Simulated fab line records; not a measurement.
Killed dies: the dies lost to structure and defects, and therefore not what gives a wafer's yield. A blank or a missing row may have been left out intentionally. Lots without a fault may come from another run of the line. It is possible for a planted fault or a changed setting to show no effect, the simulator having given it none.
The same fault as seen by 2 desks -- flow nand-harc -- every desk sees just its own numbers, and what lay behind them comes last

== DESK OF THE TOOL OWNER: rie-diel-05 ==
The tool's own readings at NHARC_P_BONDPAD_ETCH_24 (etches the open film in CF4/N2, target depth 30 nm, time 72.99 s): means of the sampled wafers that have a number, for each lot that ran on this tool. Any lot whose mean is over 4 standard deviations away from the usual mean is out of limits and marked OUT; that distance is given in the brackets.
Columns: A = drypump-motor-current-A at NHARC_P_BONDPAD_ETCH_24, usual 5.9 A; B = mfc-ar-sccm at NHARC_P_BONDPAD_ETCH_24, usual 150.0 sccm; C = oes-product-au at NHARC_P_BONDPAD_ETCH_24, usual 0.998 a.u.; D = rf-vpp-V at NHARC_P_BONDPAD_ETCH_24, usual 315.0 V; E = run-length-s at NHARC_P_BONDPAD_ETCH_24, usual 94.2 s; F = showerhead-plenum-p-Torr at NHARC_P_BONDPAD_ETCH_24, usual 2.67 Torr; G = throttle-valve-pct at NHARC_P_BONDPAD_ETCH_24, usual 19.794 %
lot,first seen here,A,B,C,D,E,F,G
L358,day 6 19:17,5.6,150.1,0.992,311.4,94.7,2.50,19.795
L360,day 7 12:35,5.8,150.3,1.003,313.5,94.1,2.60,19.789
L364,day 9 05:18,5.6,150.2,0.995,314.7,93.9,2.67,19.795
L366,day 10 09:19,5.6,150.1,0.997,314.8,94.1,2.67,19.793
L371,day 11 22:35,5.6,150.2,0.994,315.5,88.4 (-12) OUT,2.67,19.796
L373,day 12 15:18,5.5,150.0,0.996,312.9,89.2 (-11) OUT,2.57,19.796
Finding of this desk: L371, L373 out of limits; the first was L371 at day 11 22:35, on run-length-s at NHARC_P_BONDPAD_ETCH_24. L358, L360, L364, L366: within limits.

== THE METROLOGY DESK ==
Means of the sampled wafers that have a number, per lot and without regard to the tool the lot ran on: this is what the gauges read. Any lot whose mean is over 4 standard deviations away from the usual mean is out of limits and marked OUT; that distance is given in the brackets.
Columns: A = thk-nm at NHARC_P_BONDPAD_THK_MEAS_33, usual 200.3 nm
lot,first seen here,A
L358,day 6 17:58,200.1
L359,day 6 21:25,199.8
L360,day 7 11:22,200.3
L361,day 7 22:53,201.7
L362,day 8 00:28,200.2
L364,day 9 04:06,200.4
L366,day 10 07:58,201.7
L367,day 10 09:41,200.4
L371,day 11 21:16,200.5
L373,day 12 13:58,199.8
L377,day 14 09:08,201.8
L378,day 15 00:58,201.4
L381,day 16 03:08,199.7
Result from this desk: across the 13 lots, nothing is out of limits.

== TAKEN TOGETHER ==
On L371, L373, at day 11 22:35, an alarm was possible from the tool owner's desk.
From the metrology desk's view, nothing was out of limits.
The metrology desk holds a record of L371, L373, inside its limits.
Every lot named ran NHARC_P_BONDPAD_ETCH_24 on rie-diel-05.

== WHAT THE SIMULATOR HAD INSERTED ==
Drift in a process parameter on rie-diel-05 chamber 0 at NHARC_P_BONDPAD_ETCH_24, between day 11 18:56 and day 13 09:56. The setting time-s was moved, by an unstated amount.
Shown lots that were struck: L371, L373.
How many hours passed from the start of the fault until each desk's first out-of-limits reading: the tool owner's desk, 4.
